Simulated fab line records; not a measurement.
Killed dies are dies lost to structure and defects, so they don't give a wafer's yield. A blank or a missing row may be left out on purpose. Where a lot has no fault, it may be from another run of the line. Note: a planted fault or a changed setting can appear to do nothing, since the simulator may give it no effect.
The tool behind it: which one? :: flow nand-harc :: Sampling: 11 lots, 33 wafers, 2 of 1302 route steps

WHAT THE GAUGES SHOWED, per wafer
NHARC_P_M0_CD_MEAS_09: target cd 90 nm.
lot: L503
measured: day 6 06:40
on: cd-sem-01
cd-nm (nm): 90.2 90.1 90.2

lot: L509
measured: day 8 11:53
on: cd-sem-02
cd-nm (nm): 89.9 90.0 90.8

lot: L510
measured: day 9 04:47
on: cd-sem-01
cd-nm (nm): 89.9 89.3 90.5

lot: L516
measured: day 11 06:40
on: cd-sem-02
cd-nm (nm): 90.7 89.9 90.1

lot: L517
measured: day 12 00:52
on: cd-sem-03
cd-nm (nm): 90.2 90.4 89.9

lot: L519
measured: day 12 14:56
on: cd-sem-01
cd-nm (nm): 90.7 89.9 90.5

lot: L520
measured: day 13 02:56
on: cd-sem-02
cd-nm (nm): 91.5 89.9 91.0

lot: L521
measured: day 13 16:14
on: cd-sem-02
cd-nm (nm): 89.0 88.3 89.1

lot: L522
measured: day 13 19:38
on: cd-sem-03
cd-nm (nm): 91.3 91.3 89.8

lot: L524
measured: day 14 19:39
on: cd-sem-02
cd-nm (nm): 89.1 88.9 89.1

lot: L525
measured: day 15 16:05
on: cd-sem-01
cd-nm (nm): 89.2 89.6 89.8

EACH LOT AND THE TOOL THAT RAN IT (in order: tool; ch and the chambers of the sampled wafers; start)
lot: L503
NHARC_P_CONTACT_CMP_24: cmp-03 ch 0,1, day 6 05:29

lot: L509
NHARC_P_CONTACT_CMP_24: cmp-02 ch 0,1,3, day 8 10:34

lot: L510
NHARC_P_CONTACT_CMP_24: cmp-02 ch 0,1, day 9 03:29

lot: L516
NHARC_P_CONTACT_CMP_24: cmp-03 ch 0,1,2, day 11 05:22

lot: L517
NHARC_P_CONTACT_CMP_24: cmp-04 ch 0,3, day 11 23:43

lot: L519
NHARC_P_CONTACT_CMP_24: cmp-04 ch 0,3, day 12 13:39

lot: L520
NHARC_P_CONTACT_CMP_24: cmp-03 ch 1,3, day 13 01:46

lot: L521
NHARC_P_CONTACT_CMP_24: cmp-03 ch 0,2, day 13 15:03

lot: L522
NHARC_P_CONTACT_CMP_24: cmp-03 ch 1,2,3, day 13 18:29

lot: L524
NHARC_P_CONTACT_CMP_24: cmp-03 ch 0,2,3, day 14 18:21

lot: L525
NHARC_P_CONTACT_CMP_24: cmp-04 ch 2,3, day 15 14:45
- NHARC_P_CONTACT_CMP_24: polishes, t overpolish 30 s, target thk 200 nm.

THE ANSWER, worked out from the rows above alone
Rule: the usual values come from the lots themselves. Put in order of their means at a reading, lots are off if they are a third of the lots or fewer, leave a main group of 4 or more, and stand apart from it by a gap of 3 or more times the standard deviation of the main group's means; of several such gaps the widest counts. A main group is skipped when, at the precision printed for the reading in the tables above, its means are all equal. A lot without any number at a reading at which 4 lots or more have one is off too. Where the step has rows for the other lots, those lots are counted as sound.
Nothing can be told from this: no lot is off at any reading shown.

WHAT THE SIMULATOR HAD PUT IN
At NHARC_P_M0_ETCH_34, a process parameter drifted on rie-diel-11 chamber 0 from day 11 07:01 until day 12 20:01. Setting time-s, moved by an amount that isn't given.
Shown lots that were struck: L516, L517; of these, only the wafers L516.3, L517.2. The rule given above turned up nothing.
